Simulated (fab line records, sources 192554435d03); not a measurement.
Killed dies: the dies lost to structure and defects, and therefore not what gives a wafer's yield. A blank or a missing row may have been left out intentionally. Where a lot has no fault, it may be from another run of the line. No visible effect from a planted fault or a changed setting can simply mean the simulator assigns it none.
8D (eight disciplines) problem report, filled in by code || flow n5 finfet || the parts of the form that need people (team, actions taken, sign-off) are left out

== 1. WHAT WENT WRONG ==
Wafers free of any fault read 1.601 nm (standard deviation 0.019) for HK_THK at N5_HKMG_FIN_THK_MEAS_70, against a mean of 0.766 nm on 2 wafers of 2 lots. That is -44 standard deviations from the usual mean.
The step: measures by xrf.
The first sign was on wafer L529.2 at day 5 14:05, on film metro-02. The record holds 23 wafers of 8 lots with a number at this step. By rule, "out" or "out of limits" means more than 4 standard deviations away from the usual mean. The rest of the wafers with a number are treated as sound.

== 2. WHAT IT IS; WHAT IT IS NOT ==
{"question": "which readings at this step", "is": "HK_THK", "is not": "-"}
{"question": "which lots", "is": "L529, L534", "is not": "L527, L539, L540, L541, L544, L545"}
{"question": "which wafers of those lots", "is": "L529.2, L534.2", "is not": "L529.1, L529.4, L534.3"}
{"question": "read on which gauges", "is": "film metro-02", "is not": "film metro-01"}
{"question": "when", "is": "from day 5 14:05", "is not": "up to then (5 sound wafers); but 16 sound wafers of L534, L539, L540, L541, L544, L545 came after"}

== 3. WHAT RULES OUT EACH SUSPECT ==
Counting: if a tool at a process step up to the reading ran every lot that is out, it stays a suspect. Sound lots after the first of them don't rule it out here, since some wafers of a struck lot are sound.
- the gauge at N5_HKMG_FIN_THK_MEAS_70: ruled out. All the wafers that are out were read on film metro-02, but those of them that N5_BEOL_M4_RC_MEAS_101 has rows for are out there too, on other tools.
- ald hk-02 at N5_HKMG_FIN_HK_ALD_01 (deposits HfO2, target thk 1.6 nm, pulse time 3 s, purge time 3 s): kept. Ran every lot that is out, first one L529 (day 5 10:22); last sound lot up to then L527 (day 4 22:15).
- Within ald hk-02 at N5_HKMG_FIN_HK_ALD_01: the wafers that are out ran in chambers 0, 1; their sound lot-mates ran in chambers 2, 3.
The count leaves ald hk-02 at N5_HKMG_FIN_HK_ALD_01.

== 4. THE CAUSE (what the simulator had put in) ==
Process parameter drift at N5_HKMG_FIN_HK_ALD_01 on ald hk-02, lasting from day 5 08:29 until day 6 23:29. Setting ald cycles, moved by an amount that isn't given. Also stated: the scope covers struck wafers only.
The count eliminated every tool but this one.

== 5. THE CHAIN OF EFFECTS, in route order ==
One row per reading whose mean, taken over the struck wafers that have a number, lies over 3 standard deviations from the usual. Scope: only readings with a usual standard deviation given in the record; hours: median across lots of the time from each lot's start at the first step in this table that gives one to its start at this step; sigmas: change in usual standard deviations.
{"hours": 0, "step": "N5_HKMG_FIN_THK_MEAS_70", "reading": "HK_THK", "usual": "1.601 nm", "on struck wafers": 0.766, "change": -0.835, "sigmas": -44}
{"hours": 91, "step": "N5_BEOL_M4_RC_MEAS_101", "reading": "DIBL_N", "usual": "36.2 mV/V", "on struck wafers": 30.4, "change": -5.8, "sigmas": -3.4}
{"hours": 91, "step": "N5_BEOL_M4_RC_MEAS_101", "reading": "EOT_N", "usual": 10.54, "on struck wafers": 8.88, "change": -1.66, "sigmas": -18}
{"hours": 91, "step": "N5_BEOL_M4_RC_MEAS_101", "reading": "EOT_P", "usual": 10.50, "on struck wafers": 8.88, "change": -1.62, "sigmas": -17}
{"hours": 91, "step": "N5_BEOL_M4_RC_MEAS_101", "reading": "IGATE_N", "usual": "0.0120 nA/um", "on struck wafers": 3.7461, "change": "+3.7341", "sigmas": "+99 or more"}
{"hours": 91, "step": "N5_BEOL_M4_RC_MEAS_101", "reading": "IGATE_P", "usual": "0.0036 nA/um", "on struck wafers": 1.1200, "change": "+1.1164", "sigmas": "+99 or more"}
{"hours": 191, "step": "N5_PASSIVATION_PROBE_49", "reading": "sort_bin_4_leakage", "usual": "0.00 %", "on struck wafers": 92.29, "change": "+92.29", "sigmas": "+99 or more"}
{"hours": 191, "step": "N5_PASSIVATION_PROBE_49", "reading": "sort n pass", "usual": 1079, "on struck wafers": 0, "change": -1079, "sigmas": -67}
{"hours": 191, "step": "N5_PASSIVATION_PROBE_49", "reading": "sort yield pct", "usual": "91.4 %", "on struck wafers": 0.0, "change": -91.4, "sigmas": -65}
It contains these process steps:
- N5_PASSIVATION_PROBE_49

== 6. HOW IT WOULD HAVE BEEN CAUGHT EARLIER ==
Counted from the fault's start at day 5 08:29, it took 6 hours until the first out-of-limits reading at a measuring or inspecting step in this record, taken at day 5 14:05.
Tool readings at N5_HKMG_FIN_HK_ALD_01 with a usual standard deviation given in the record: none out on any struck wafer, hence no alarm at a limit of 4 standard deviations on them.
Among the 2 lots that are out, L534 began N5_HKMG_FIN_HK_ALD_01 on ald hk-02 after day 5 14:05. A hold on the tool at that time would have spared it.
